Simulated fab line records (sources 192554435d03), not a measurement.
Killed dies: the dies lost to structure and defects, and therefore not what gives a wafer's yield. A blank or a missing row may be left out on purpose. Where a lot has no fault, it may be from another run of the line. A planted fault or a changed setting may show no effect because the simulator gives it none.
What tool caused it? -- flow n5Finfet -- route of 1938 steps, sampled at 1 step: 6 lots, 18 wafers

WHAT EACH GAUGE READ, for each wafer
N5_BEOL_M4_THK_MEAS_53: measures by xrf.
lot,measured,on,M4_THK (nm)
L258,day 8 03:17,filmMetro-02,41.7 42.6 42.2
L259,day 9 02:26,filmMetro-02,40.7 42.8 41.4
L262,day 9 13:11,filmMetro-01,43.3 39.9 40.1
L265,day 10 17:23,filmMetro-02,43.3 43.4 42.4
L272,day 11 19:36,filmMetro-02,41.0 39.2 40.8
L276,day 12 22:08,filmMetro-02,39.2 42.4 40.0

WHICH TOOL RAN EACH LOT (tool, then ch and the chambers of the sampled wafers, then the start)
No process step before these readings appears in the record.

THE ANSWER, worked out from the rows above alone
Rule: what is usual is taken from the lots themselves. The widest of any qualifying gaps counts: lots, ordered by their means at a reading, are off when they make up no more than a third of the lots, leave a main group of 4 or more, and stand apart from it by 3 or more times the standard deviation of that group's means. A main group whose means are all the same, to the digits that the tables above print for the reading, isn't used. Also off: a lot with no number at a reading for which 4 or more lots have one. Where the step has rows for the other lots, those lots are counted as sound.
No lot is off at any reading shown: from this, nothing can be told.

WHAT THE SIMULATOR HAD INSERTED
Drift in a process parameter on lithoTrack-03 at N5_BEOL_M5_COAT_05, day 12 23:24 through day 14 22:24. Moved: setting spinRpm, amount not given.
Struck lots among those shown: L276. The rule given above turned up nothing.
